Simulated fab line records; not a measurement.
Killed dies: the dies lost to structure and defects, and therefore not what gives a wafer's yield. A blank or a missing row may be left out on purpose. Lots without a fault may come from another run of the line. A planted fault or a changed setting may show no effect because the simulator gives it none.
3 desks, one fault -- flow n5-finfet -- numbers are kept per desk, each desk with only its own; the story behind them comes last

## TOOL OWNER'S DESK, pecvd-01
The tool's own readings at N5_BEOL_M0_SAQP_PECVD_00 (deposits SiCN from 3MS/NH3, target thk 8 nm, time 14 s): means of the sampled wafers that have a number, for each lot that ran on this tool. If a lot's mean is further than 4 standard deviations from the usual mean, the lot is out of limits and carries the mark OUT (the distance appears in the brackets).
Columns: A = showerhead-plenum-p-Torr at N5_BEOL_M0_SAQP_PECVD_00, usual 3.659 Torr; B = throttle-valve-pct at N5_BEOL_M0_SAQP_PECVD_00, usual 8.9 %
lot,first seen here,A,B
L568,day 5 14:26,3.656,8.7
L569,day 5 17:28,3.655,8.8
L572,day 6 11:01,3.659,8.7
L573,day 6 18:54,3.659,8.9
L575,day 7 09:37,3.659,8.8
L576,day 7 18:41,3.661,8.8
L581,day 9 02:41,3.662,8.9
L583,day 9 10:05,3.652,9.1
L585,day 9 21:11,3.668,8.9
Result from this desk: across the 9 lots, nothing is out of limits.

## THE METROLOGY DESK
What the gauges read for every lot (on any tool): the sampled wafers with a number, averaged. If a lot's mean is further than 4 standard deviations from the usual mean, the lot is out of limits and carries the mark OUT (the distance appears in the brackets). 7 of its 10 readings are shown, namely those furthest out on some lot.
Columns: A = DIBL_N at N5_BEOL_M4_RC_MEAS_101, usual 37.5 mV/V; B = IOFF_N at N5_BEOL_M4_RC_MEAS_101, usual 0.18 nA/um; C = IOFF_P at N5_BEOL_M4_RC_MEAS_101, usual 0.23 nA/um; D = ION_N at N5_BEOL_M4_RC_MEAS_101, usual 677 uA/um; E = ION_P at N5_BEOL_M4_RC_MEAS_101, usual 464 uA/um; F = VT_N at N5_BEOL_M4_RC_MEAS_101, usual 249 mV; G = VT_P at N5_BEOL_M4_RC_MEAS_101, usual -249 mV
lot,first seen here,A,B,C,D,E,F,G
L568,day 7 19:20,38.3,0.21,0.24,678,463,245,-249
L567,day 8 00:23,38.7,0.19,0.21,675,455,250,-251
L569,day 8 15:20,36.5,0.21,0.25,684,466,248,-248
L571,day 8 20:15,38.3,0.17,0.22,672,463,252,-251
L573,day 9 01:01,36.6,0.17,0.17,670,452,248,-256
L572,day 9 04:13,37.3,0.16,0.23,679,470,248,-248
L575,day 10 03:54,37.7,0.16,0.22,665,460,254,-249
L576,day 10 06:16,37.5,0.18,0.24,672,466,250,-248
L581,day 12 05:23,38.0,0.21,0.23,692,464,244,-251
L583,day 12 09:42,38.6,0.18,0.26,678,468,246,-246
L585,day 13 02:58,40.0,0.23,0.26,688,463,244,-248
Result from this desk: across the 11 lots, nothing is out of limits.

## THE DEFECT DESK
Counts from the inspections along the route, per lot, as means over the sampled wafers that have a number. If a lot's mean is further than 4 standard deviations from the usual mean, the lot is out of limits and carries the mark OUT (the distance appears in the brackets).
Columns: A = raw-defect-count at N5_PASSIVATION_INSPECT_64, usual 2.0
lot,first seen here,A
L568,day 12 04:28,3.3
L569,day 12 10:20,1.3
L567,day 12 10:41,1.7
L571,day 12 21:15,3.3
L573,day 12 22:12,1.0
L572,day 13 00:00,1.0
L576,day 13 17:32,1.3
L575,day 14 07:19,3.3
L581,day 15 23:22,0.0
L583,day 16 13:47,2.0
L585,day 17 05:52,3.5
Result from this desk: across the 11 lots, nothing is out of limits.

## BROUGHT TOGETHER
Nothing out of limits was seen by the tool owner's desk.
Nothing out of limits was seen by the metrology desk.
No out-of-limits result turned up at the defect desk.

## WHAT THE SIMULATOR HAD INSERTED
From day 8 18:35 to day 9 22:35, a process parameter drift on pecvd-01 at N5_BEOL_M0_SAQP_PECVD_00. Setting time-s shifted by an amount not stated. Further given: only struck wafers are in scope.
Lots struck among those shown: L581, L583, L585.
